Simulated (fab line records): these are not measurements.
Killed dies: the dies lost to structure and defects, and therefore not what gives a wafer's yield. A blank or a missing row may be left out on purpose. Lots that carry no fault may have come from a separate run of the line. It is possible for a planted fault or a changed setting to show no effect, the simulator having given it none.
Chamber matching || flow nand-harc || NHARC_A_M1_CMP_23 on cmp-03 has 4 sister chambers
The step polishes, t overpolish 20 s, target thk 154.34 nm. 4 wafers are shown with their chamber, then 11 later ones without.

== WAFERS PAIRED WITH THEIR CHAMBERS ==
{"wafer": "L083.6", "chamber": 3, "motor-current-A (A)": 13.1}
{"wafer": "L085.1", "chamber": 0, "motor-current-A (A)": 12.9}
{"wafer": "L085.4", "chamber": 1, "motor-current-A (A)": 10.6}
{"wafer": "L092.1", "chamber": 2, "motor-current-A (A)": 12.3}

== WAFERS WHOSE CHAMBER IS MISSING ==
{"wafer": "L092.2", "motor-current-A (A)": 14.0}
{"wafer": "L092.4", "motor-current-A (A)": 11.7}
{"wafer": "L091.1", "motor-current-A (A)": 11.2}
{"wafer": "L091.3", "motor-current-A (A)": 13.0}
{"wafer": "L091.5", "motor-current-A (A)": 10.7}
{"wafer": "L094.1", "motor-current-A (A)": 11.3}
{"wafer": "L094.4", "motor-current-A (A)": 11.7}
{"wafer": "L094.5", "motor-current-A (A)": 13.6}
{"wafer": "L096.1", "motor-current-A (A)": 10.6}
{"wafer": "L096.2", "motor-current-A (A)": 13.4}
{"wafer": "L096.3", "motor-current-A (A)": 12.6}

== WHICH CHAMBER EACH ONE RAN IN ==
{"wafer": "L092.2", "from the rows above": "can't be placed: 3 or 0 or 2", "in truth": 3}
{"wafer": "L092.4", "from the rows above": "can't be placed: 2 or 1 or 0 or 3", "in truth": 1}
{"wafer": "L091.1", "from the rows above": "can't be placed: 1 or 2", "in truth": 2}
{"wafer": "L091.3", "from the rows above": "can't be placed: 0 or 3 or 2", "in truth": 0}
{"wafer": "L091.5", "from the rows above": 1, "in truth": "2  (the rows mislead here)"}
{"wafer": "L094.1", "from the rows above": "can't be placed: 1 or 2 or 0", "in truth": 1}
{"wafer": "L094.4", "from the rows above": "can't be placed: 2 or 1 or 0 or 3", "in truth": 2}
{"wafer": "L094.5", "from the rows above": "can't be placed: 3 or 0 or 2", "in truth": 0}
{"wafer": "L096.1", "from the rows above": 1, "in truth": 1}
{"wafer": "L096.2", "from the rows above": "can't be placed: 3 or 0 or 2", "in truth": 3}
{"wafer": "L096.3", "from the rows above": "can't be placed: 2 or 0 or 3", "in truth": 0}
Correct placement for 1 of the 11. Can't be placed from these rows: 9 (the true chamber is among the candidates in 9). 1 placed wrongly.
How it was worked out, from the rows above alone: a wafer's distance from a chamber is the root of the sum, over the readings, of the square of ((its reading less the chamber's mean) divided by the reading's scatter). If the next closest chamber is less than 2 further off than the closest, the wafer can't be placed; otherwise it belongs to the closest. A chamber's mean is the mean of its shown wafers. The scatter (one wafer shown for each chamber): square how far every hidden wafer sits from the nearest shown wafer, average those squares and take the square root.
